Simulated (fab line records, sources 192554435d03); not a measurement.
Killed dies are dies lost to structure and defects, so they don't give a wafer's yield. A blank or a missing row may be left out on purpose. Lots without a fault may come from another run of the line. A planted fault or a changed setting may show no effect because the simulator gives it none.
Chamber matching | flow n5_finfet | N5_BEOL_M0_SAQP_SPACER1_ALD_98 on ald_sin-03: 4 sister chambers
The step deposits SiO2, target thk 12.8 nm, pulse time 1 s, purge time 2 s. 8 wafers are shown with their chamber, then 9 later ones without.

WAFERS WITH THEIR CHAMBER
wafer  | chamber | heater_power_w (W) | precursor_pulse_height_rel
L082.1 | 2       | 465                | 0.959
L082.3 | 1       | 559                | 1.024
L082.4 | 3       | 503                | 0.994
L082.5 | 1       | 556                | 0.994
L082.6 | 0       | 478                | 0.991
L083.2 | 0       | 472                | 1.002
L083.4 | 2       | 470                | 1.003
L083.5 | 3       | 519                | 1.012

WAFERS WITHOUT THEIR CHAMBER
wafer  | heater_power_w (W) | precursor_pulse_height_rel
L084.1 | 489                | 1.036
L084.5 | 585                | 0.999
L084.6 | 469                | 1.005
L093.1 | 580                | 0.972
L093.2 | 463                | 0.970
L093.5 | 496                | 1.012
L096.1 | 509                | 0.979
L096.3 | 568                | 0.994
L096.5 | 475                | 1.002

WHICH CHAMBER EACH WENT THROUGH
wafer  | from the rows above          | in truth
L084.1 | can't be placed: 0 or 3 or 2 | 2
L084.5 | 1                            | 1
L084.6 | can't be placed: 0 or 2      | 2
L093.1 | 1                            | 1
L093.2 | can't be placed: 2 or 0      | 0
L093.5 | can't be placed: 3 or 0      | 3
L096.1 | 3                            | 3
L096.3 | 1                            | 1
L096.5 | can't be placed: 0 or 2      | 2
Placed correctly: 4 of 9. Can't be placed from these rows: 5 (the true chamber is among the candidates in 5). Placed wrongly: 0.
How it was worked out, from the rows above alone: a wafer's distance from a chamber is the root of the sum, over the readings, of the square of ((its reading less the chamber's mean) divided by the reading's scatter). The wafer belongs to the nearest chamber; if the next one is less than 2 further off, it can't be placed. A chamber's mean is the mean of its shown wafers. The scatter: the root of (the sum of the squares of (reading less its chamber's mean) over the shown wafers, divided by (wafers less chambers)).
